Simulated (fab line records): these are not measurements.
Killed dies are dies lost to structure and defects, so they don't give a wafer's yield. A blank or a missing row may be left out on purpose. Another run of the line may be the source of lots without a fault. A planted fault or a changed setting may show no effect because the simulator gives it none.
Which tool was responsible? | flow n5Finfet | 12 lots with 31 wafers sampled at 4 steps, on a route of 1938 steps

WHAT THE GAUGES SHOWED, per wafer
The record lacks any reading of a measuring or inspecting step that a usual standard deviation could be used to judge.

WHICH TOOL RAN EACH LOT (tool, then ch and the chambers of the sampled wafers, then the start)
lot  | N5_BEOL_M10_ETCH_66               | N5_BEOL_M10_VIA_ETCH_34           | N5_BEOL_M10_STRIP_77                         | N5_BEOL_M10_CURE_72
L618 | rieDiel-05 ch 0,1, day 10 16:54   | rieDiel-05 ch 0,1, day 10 17:00   | rieDiel-05 ch 0,1, day 10 17:39 or earlier   | uvCure-02 ch 0, day 10 17:39
L617 | rieDiel-05 ch 1,3, day 10 19:44   | rieDiel-05 ch 1,3, day 10 19:51   | rieDiel-05 ch 1,3, day 10 20:26 or earlier   | uvCure-01 ch 2, day 10 20:26
L620 | rieDiel-02 ch 0,1,2, day 10 22:15 | rieDiel-02 ch 0,1,2, day 10 22:23 | rieDiel-02 ch 0,1,2, day 10 22:58 or earlier | uvCure-01 ch 1, day 10 22:58
L619 | rieDiel-02 ch 1,2,3, day 11 05:16 | rieDiel-02 ch 1,2,3, day 11 05:23 | rieDiel-02 ch 1,2,3, day 11 05:56 or earlier | uvCure-01 ch 2, day 11 05:56
L624 | rieDiel-01 ch 0,3, day 11 23:20   | rieDiel-01 ch 0,3, day 11 23:28   | rieDiel-01 ch 0,3, day 12 00:03 or earlier   | uvCure-01 ch 1, day 12 00:03
L622 | rieDiel-05 ch 0,2, day 11 23:24   | rieDiel-05 ch 0,2, day 11 23:31   | rieDiel-05 ch 0,2, day 12 00:16 or earlier   | uvCure-03 ch 2, day 12 00:16
L623 | rieDiel-01 ch 0,1, day 12 06:26   | rieDiel-01 ch 0,1, day 12 06:33   | rieDiel-01 ch 0,1, day 12 07:02 or earlier   | uvCure-01 ch 0, day 12 07:02
L635 | rieDiel-02 ch 0,3, day 15 08:35   | rieDiel-02 ch 0,3, day 15 08:43   | rieDiel-02 ch 0,3, day 15 09:14 or earlier   | uvCure-02 ch 0, day 15 09:14
L634 | rieDiel-05 ch 1,2,3, day 15 11:37 | rieDiel-05 ch 1,2,3, day 15 11:44 | rieDiel-05 ch 1,2,3, day 15 12:16 or earlier | uvCure-01 ch 1, day 15 12:16
L636 | rieDiel-05 ch 0,1,3, day 15 15:25 | rieDiel-05 ch 0,1,3, day 15 15:32 | rieDiel-05 ch 0,1,3, day 15 16:01 or earlier | uvCure-02 ch 0, day 15 16:01
L637 | rieDiel-02 ch 0,2, day 16 05:56   | rieDiel-02 ch 0,2, day 16 06:04   | rieDiel-02 ch 0,2, day 16 06:33 or earlier   | uvCure-02 ch 2, day 16 06:33
L638 | rieDiel-02 ch 1,2,3, day 17 03:53 | rieDiel-02 ch 1,2,3, day 17 04:01 | rieDiel-02 ch 1,2,3, day 17 04:32 or earlier | uvCure-01 ch 1, day 17 04:32
- N5_BEOL_M10_ETCH_66: etches SOC in N2/H2, target depth 120 nm, overetch 24 nm, time 180 s.
- N5_BEOL_M10_VIA_ETCH_34: etches SiCOH lowk in C4F6/O2, target depth 184.5 nm, time 69.2 s.
- N5_BEOL_M10_STRIP_77: strips in N2/H2, time 10 s.
- N5_BEOL_M10_CURE_72: cures SiCOH lowk, time 120 s.

AS READ BY THE TOOLS THEMSELVES (means over the sampled wafers that have a number; for cases with no such wafer, the mark the record gives instead)
N5_BEOL_M10_ETCH_66. Usual: drypumpMotorCurrentA 5.4 A, standard deviation 0.43; oesProductAu 0.64 a.u., standard deviation 0.05; rfVppV 525.2 V, standard deviation 2.2; runLengthS 203.3 s, standard deviation 0.31; showerheadPlenumPTorr 2.59 Torr, standard deviation 0.074; throttleValvePct 17.87 %, standard deviation 0.3.
lot  | tool       | drypumpMotorCurrentA (A) | oesProductAu (a.u.) | rfVppV (V) | runLengthS (s) | showerheadPlenumPTorr (Torr) | throttleValvePct (%) | flag
L618 | rieDiel-05 | 5.5                      | 0.65                | 524.4      | 203.1          | 2.54                         | 17.57                | 
L617 | rieDiel-05 | 5.3                      | 0.64                | 524.7      | 203.3          | 2.60                         | 17.89                | 
L620 | rieDiel-02 | 5.4                      | 0.64                | 526.9      | 203.6          | 2.63                         | 17.79                | 
L619 | rieDiel-02 | 5.5                      | 0.63                | 526.5      | 203.4          | 2.63                         | 17.82                | 
L624 | rieDiel-01 | 5.9                      | 0.68                | 526.9      | 203.7          | 2.63                         | 17.96                | 
L622 | rieDiel-05 | 5.2                      | 0.72                | 522.5      | 203.2          | 2.54                         | 17.75                | 
L623 | rieDiel-01 | 5.9                      | 0.71                | 528.1      | 203.6          | 2.71                         | 17.95                | 
L635 | rieDiel-02 | 5.1                      | 0.58                | 523.2      | 202.9          | 2.54                         | 18.04                | 
L634 | rieDiel-05 | 5.3                      | 0.64                | 524.5      | 203.5          | 2.60                         | 17.74                | 
L636 | rieDiel-05 | 5.4                      | 0.62                | 523.6      | 203.2          | 2.54                         | 17.85                | 
L637 | rieDiel-02 | 5.4                      | 0.60                | 523.9      | 203.1          | 2.56                         | 17.88                | 
L638 | rieDiel-02 | 5.5                      | 0.60                | 525.5      | 203.2          | 2.61                         | 17.91                | 

N5_BEOL_M10_VIA_ETCH_34. Usual: drypumpMotorCurrentA 5.4 A, standard deviation 0.43; oesProductAu 0.79 a.u., standard deviation 0.069; rfVppV 674 V, standard deviation 13; runLengthS 92.5 s, standard deviation 0.33; showerheadPlenumPTorr 2.90 Torr, standard deviation 0.085; throttleValvePct 20.90 %, standard deviation 0.28.
lot  | tool       | drypumpMotorCurrentA (A) | oesProductAu (a.u.) | rfVppV (V) | runLengthS (s) | showerheadPlenumPTorr (Torr) | throttleValvePct (%) | flag
L618 | rieDiel-05 | 5.5                      | 0.79                | 673        | 92.3           | 2.87                         | 20.80                | 
L617 | rieDiel-05 | 5.3                      | 0.79                | 686        | 92.7           | 2.89                         | 20.81                | 
L620 | rieDiel-02 | 5.4                      | 0.78                | 670        | 92.8           | 2.95                         | 20.91                | 
L619 | rieDiel-02 | 5.5                      | 0.78                | 663        | 92.3           | 2.96                         | 21.02                | 
L624 | rieDiel-01 | 5.8                      | 0.84                | 675        | 92.5           | 2.92                         | 20.97                | 
L622 | rieDiel-05 | 5.3                      | 0.90                | 662        | 92.7           | 2.83                         | 20.78                | 
L623 | rieDiel-01 | 5.8                      | 0.87                | 688        | 92.8           | 3.00                         | 20.90                | 
L635 | rieDiel-02 | 5.1                      | 0.72                | 676        | 92.3           | 2.81                         | 20.91                | 
L634 | rieDiel-05 | 5.3                      | 0.79                | 681        | 91.4           | 2.89                         | 20.71                | OFF
L636 | rieDiel-05 | 5.4                      | 0.77                | 676        | 90.3           | 2.85                         | 20.92                | OFF
L637 | rieDiel-02 | 5.4                      | 0.74                | 677        | 92.6           | 2.86                         | 20.86                | 
L638 | rieDiel-02 | 5.5                      | 0.73                | 662        | 92.4           | 2.94                         | 21.09                | 

N5_BEOL_M10_STRIP_77. Usual: biasPowerW 6.999 W, standard deviation 0.023; drypumpMotorCurrentA 5.4 A, standard deviation 0.43; oesProductAu 0.79 a.u., standard deviation 0.068; rfVppV 59.5 V, standard deviation 0.86; showerheadPlenumPTorr 2.59 Torr, standard deviation 0.074; throttleValvePct 23.7 %, standard deviation 0.41.
lot  | tool       | biasPowerW (W) | drypumpMotorCurrentA (A) | oesProductAu (a.u.) | rfVppV (V) | showerheadPlenumPTorr (Torr) | throttleValvePct (%) | flag
L618 | rieDiel-05 | 7.007          | 5.5                      | 0.80                | 59.0       | 2.53                         | 23.4                 | 
L617 | rieDiel-05 | 7.001          | 5.3                      | 0.79                | 59.0       | 2.60                         | 23.8                 | 
L620 | rieDiel-02 | 6.988          | 5.4                      | 0.79                | 59.1       | 2.63                         | 23.6                 | 
L619 | rieDiel-02 | 7.009          | 5.5                      | 0.77                | 60.0       | 2.63                         | 23.6                 | 
L624 | rieDiel-01 | 7.007          | 5.8                      | 0.84                | 60.2       | 2.62                         | 23.8                 | 
L622 | rieDiel-05 | 7.002          | 5.2                      | 0.89                | 59.5       | 2.52                         | 23.8                 | 
L623 | rieDiel-01 | 7.018          | 5.8                      | 0.88                | 60.8       | 2.71                         | 23.9                 | 
L635 | rieDiel-02 | 6.954          | 5.1                      | 0.71                | 59.2       | 2.54                         | 23.9                 | 
L634 | rieDiel-05 | 7.013          | 5.3                      | 0.80                | 59.3       | 2.59                         | 23.6                 | 
L636 | rieDiel-05 | 7.011          | 5.4                      | 0.77                | 59.9       | 2.53                         | 23.7                 | 
L637 | rieDiel-02 | 6.988          | 5.4                      | 0.75                | 59.7       | 2.56                         | 23.7                 | 
L638 | rieDiel-02 | 7.014          | 5.5                      | 0.73                | 58.9       | 2.61                         | 23.7                 | 

N5_BEOL_M10_CURE_72. Usual: lampPowerPct 52.32 %, standard deviation 0.053; wafer_temp_C_max 372.1, standard deviation 0.62.
lot  | tool      | lampPowerPct (%) | wafer_temp_C_max | flag
L618 | uvCure-02 | 52.27            | 371.7            | 
L617 | uvCure-01 | 52.30            | 372.3            | 
L620 | uvCure-01 | 52.34            | 372.4            | 
L619 | uvCure-01 | 52.34            | 372.4            | 
L624 | uvCure-01 | 52.38            | 371.8            | 
L622 | uvCure-03 | 52.33            | 372.2            | 
L623 | uvCure-01 | 52.38            | 373.2            | 
L635 | uvCure-02 | 52.31            | 372.1            | 
L634 | uvCure-01 | 52.28            | 372.6            | 
L636 | uvCure-02 | 52.34            | 372.3            | 
L637 | uvCure-02 | 52.22            | 372.4            | 
L638 | uvCure-01 | 52.33            | 371.7            | 

THE ANSWER, worked out from the rows above alone
Rule: lot off if the mean of its wafers having a number is beyond 3 standard deviations from the usual mean. A lot without any number at a reading at which 4 lots or more have one is off too. The other lots that the step has rows for count as sound. First the gauges in route order, then the tools' own readings, where a lot's mean is used as printed above. The first step at which some lot is off is used, and at that step the reading that is off furthest; a lot without a number counts as furthest.
Off at N5_BEOL_M10_VIA_ETCH_34 (runLengthS): L634, L636.
A tool fits if, at that step or a process step before it, it ran every lot that is off, and no sound lot after the first of them. One fits: N5_BEOL_M10_ETCH_66 and N5_BEOL_M10_VIA_ETCH_34 on rieDiel-05. At N5_BEOL_M10_ETCH_66 its last sound lot is L622 (day 11 23:24), its first lot that is off L634 (day 15 11:37): a fault that began between those two fits.

WHAT WAS PUT IN BY THE SIMULATOR
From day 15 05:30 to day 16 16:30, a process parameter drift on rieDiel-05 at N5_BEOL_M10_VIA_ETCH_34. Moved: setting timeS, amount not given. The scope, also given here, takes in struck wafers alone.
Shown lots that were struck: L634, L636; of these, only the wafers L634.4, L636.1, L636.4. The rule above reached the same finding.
